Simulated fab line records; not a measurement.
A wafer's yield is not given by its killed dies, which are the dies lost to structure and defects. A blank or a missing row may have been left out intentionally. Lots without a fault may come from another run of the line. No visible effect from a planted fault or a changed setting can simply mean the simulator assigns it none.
The tool behind it: which one? -- flow n5_finfet -- 8 lots, 24 wafers sampled, at 1 step of a route of 1938

WHAT EACH GAUGE READ, for each wafer
N5_BEOL_M4_RC_MEAS_101.
lot,measured,on,DIBL_N (mV/V)
L290,day 8 14:11,prober-02,35.7 34.9 34.4
L292,day 9 04:35,prober-02,37.6 36.4 37.9
L300,day 11 01:43,prober-02,38.5 38.4 36.0
L299,day 11 06:47,prober-02,36.9 35.8 36.5
L301,day 11 15:14,prober-02,36.4 37.0 35.9
L307,day 12 14:43,prober-02,36.8 38.2 37.9
L309,day 13 06:17,prober-01,35.6 36.1 36.0
L310,day 13 22:22,prober-01,37.1 36.0 35.0

EACH LOT AND THE TOOL THAT RAN IT (in order: tool; ch and the chambers of the sampled wafers; start)
There is no process step in the record ahead of these readings.

THE ANSWER, worked out from the rows above alone
Rule: what is usual is taken from the lots themselves. The widest of any qualifying gaps counts: lots, ordered by their means at a reading, are off when they make up no more than a third of the lots, leave a main group of 4 or more, and stand apart from it by 3 or more times the standard deviation of that group's means. If all means in a main group match to the digits the tables above print for the reading, that group is not used. Also off: a lot with no number at a reading for which 4 or more lots have one. The other lots that the step has rows for count as sound.
No lot is off on any of the readings shown, so nothing can be concluded from this.

WHAT THE SIMULATOR PUT IN
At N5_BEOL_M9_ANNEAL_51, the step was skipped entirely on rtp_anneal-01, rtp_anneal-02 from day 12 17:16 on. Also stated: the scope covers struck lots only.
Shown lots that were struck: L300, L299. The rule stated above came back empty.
